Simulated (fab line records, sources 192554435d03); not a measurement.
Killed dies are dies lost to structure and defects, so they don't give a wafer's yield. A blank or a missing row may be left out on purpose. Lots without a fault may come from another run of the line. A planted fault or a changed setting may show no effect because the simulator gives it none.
Split-lot experiment | flow n5_finfet | 7 lots, 21 wafers read, on a route of 1938 steps

THE SPLIT
At N5_BEOL_M10_COAT_63 (time 60 s, resist thk 100 nm), the setting spin_rpm was moved away from the recipe's 1500 rpm on 10 of the 21 wafers read, by -9.9% to +9.8%. The other wafers ran this setting at the recipe's value.

The reading is taken at the split's own step.

THE READING
SOC_of_BEOL_M10_COAT_63.thk_nm (the simulator's own value, which no gauge read), in nm, at N5_BEOL_M10_COAT_63 (time 60 s, resist thk 100 nm). The file gives no usual value for it. The 11 wafers here that ran the recipe average 100.0 nm, standard deviation 0.25 nm.

wafer  | tool, chamber at the split | spin_rpm as run, rpm | against the recipe | SOC_of_BEOL_M10_COAT_63.thk_nm, nm | against lot-mates on the recipe
L074.4 | litho_track-03, 0          | 1622                 | +8.1%              | 96.2                               | -4.2
L074.5 | litho_track-03, 0          | 1500                 | recipe             | 100.4                              | -
L074.6 | litho_track-03, 0          | 1500                 | recipe             | 100.4                              | -
L078.3 | litho_track-03, 0          | 1500                 | recipe             | 100.2                              | -
L078.4 | litho_track-03, 0          | 1500                 | recipe             | 100                                | -
L078.6 | litho_track-03, 0          | 1500                 | recipe             | 100                                | -
L083.3 | litho_track-03, 0          | 1500                 | recipe             | 100.2                              | -
L083.4 | litho_track-03, 0          | 1500                 | recipe             | 100                                | -
L083.5 | litho_track-03, 0          | 1595                 | +6.3%              | 97                                 | -3.1
L085.2 | litho_track-05, 0          | 1500                 | recipe             | 99.6                               | -
L085.6 | litho_track-05, 0          | 1500                 | recipe             | 99.6                               | -
L085.3 | litho_track-05, 0          | 1440                 | -4.0%              | 101.8                              | +2.2
L088.1 | litho_track-04, 0          | 1500                 | recipe             | 100                                | -
L088.5 | litho_track-04, 0          | 1500                 | recipe             | 100                                | -
L088.2 | litho_track-04, 0          | 1351                 | -9.9%              | 105.6                              | +5.6
L091.1 | litho_track-03, 0          | 1647                 | +9.8%              | 95                                 | no lot-mate on the recipe
L091.3 | litho_track-03, 0          | 1647                 | +9.8%              | 95.2                               | no lot-mate on the recipe
L091.4 | litho_track-03, 0          | 1647                 | +9.8%              | 95.2                               | no lot-mate on the recipe
L092.4 | litho_track-03, 0          | 1558                 | +3.9%              | 97.4                               | no lot-mate on the recipe
L092.5 | litho_track-03, 0          | 1558                 | +3.9%              | 97.4                               | no lot-mate on the recipe
L092.6 | litho_track-03, 0          | 1558                 | +3.9%              | 97.6                               | no lot-mate on the recipe

THE FIT
A straight line over all 21 wafers: SOC_of_BEOL_M10_COAT_63.thk_nm changes by -0.516 nm for each +1% of spin_rpm; r = -0.99; the points scatter about the line by 0.35 nm.
The same after taking each lot's own level away (the mean of its wafers on the recipe; 15 wafers): -0.535 nm for each +1%; r = -1.00; scatter 0.12 nm.
On that fit, the largest move of spin_rpm shifts the reading by 5.3 nm.
The lots' own levels span 99.60 to 100.40 nm, that is 3.2 times the standard deviation above.
So the lot-to-lot level changes the slope little: the two slopes agree.
Check: with one of the wafers moved furthest among these (-9.9%) left out of the fit, the line predicts +5.12 nm for it against its lot-mates. It came out at +5.6 nm against them.

OTHER SPLITS ON THESE WAFERS
These wafers also went through other splits before the reading. Each is held against what the fit with the lots' levels taken away leaves over:
other split on the same wafers | wafers away from the commonest value | r with SOC_of_BEOL_M10_COAT_63.thk_nm (lot level and that fit taken away)
N5_BEOL_M3_COAT_05 spin_rpm    | 3                                    | +0.28
N5_BEOL_M3_SPUTTER_48 time_s   | 6                                    | +0.45
N5_BEOL_M3_SPUTTER_86 time_s   | 7                                    | -0.22
N5_BEOL_M5_PECVD_70 temp_c     | 7                                    | +0.06
N5_BEOL_M6_ETCH_66 bias_w      | 6                                    | +0.33
N5_BEOL_M7_COAT_71 spin_rpm    | 7                                    | -0.15
N5_BEOL_M7_DESCUM_33 time_s    | 8                                    | +0.02
N5_BEOL_M9_COAT_60 spin_rpm    | 7                                    | +0.16
N5_BEOL_M9_COAT_05 spin_rpm    | 11                                   | -0.35

THE FILE'S OWN FIT
SOC_of_BEOL_M10_COAT_63.thk_nm changes by -0.535 nm for each +1% of spin_rpm, r = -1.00.
